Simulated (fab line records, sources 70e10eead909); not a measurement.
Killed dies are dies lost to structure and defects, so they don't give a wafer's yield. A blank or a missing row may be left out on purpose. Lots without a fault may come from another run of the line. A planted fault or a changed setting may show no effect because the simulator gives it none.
Chamber matching | flow nand_harc | NHARC_A_STAIRCASE_DEP_156 on pecvd-04: 3 sister chambers
The step deposits SiNx, target thk 50 nm. 3 wafers are shown with their chamber, then 10 later ones without.

WAFERS WITH THEIR CHAMBER
wafer  | chamber | heater_power_w (W)
L081.2 | 2       | 560
L081.4 | 1       | 715
L084.4 | 0       | 725

WAFERS WITHOUT THEIR CHAMBER
wafer  | heater_power_w (W)
L084.6 | 621
L094.3 | 694
L094.5 | 665
L094.6 | 722
L095.1 | 742
L095.2 | 685
L095.6 | 749
L096.1 | 712
L096.2 | 618
L096.6 | 695

WHICH CHAMBER EACH WENT THROUGH
wafer  | from the rows above          | in truth
L084.6 | can't be placed: 2 or 1 or 0 | 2
L094.3 | can't be placed: 1 or 0      | 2
L094.5 | can't be placed: 1 or 0 or 2 | 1
L094.6 | can't be placed: 0 or 1      | 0
L095.1 | can't be placed: 0 or 1      | 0
L095.2 | can't be placed: 1 or 0      | 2
L095.6 | can't be placed: 0 or 1      | 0
L096.1 | can't be placed: 1 or 0      | 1
L096.2 | can't be placed: 2 or 1 or 0 | 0
L096.6 | can't be placed: 1 or 0      | 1
Placed correctly: 0 of 10. Can't be placed from these rows: 10 (the true chamber is among the candidates in 8). Placed wrongly: 0.
How it was worked out, from the rows above alone: a wafer's distance from a chamber is the root of the sum, over the readings, of the square of ((its reading less the chamber's mean) divided by the reading's scatter). The wafer belongs to the nearest chamber; if the next one is less than 2 further off, it can't be placed. A chamber's mean is the mean of its shown wafers. The scatter: with one shown wafer a chamber, the root of the mean of the squares of how far each hidden wafer lies from its nearest shown one.
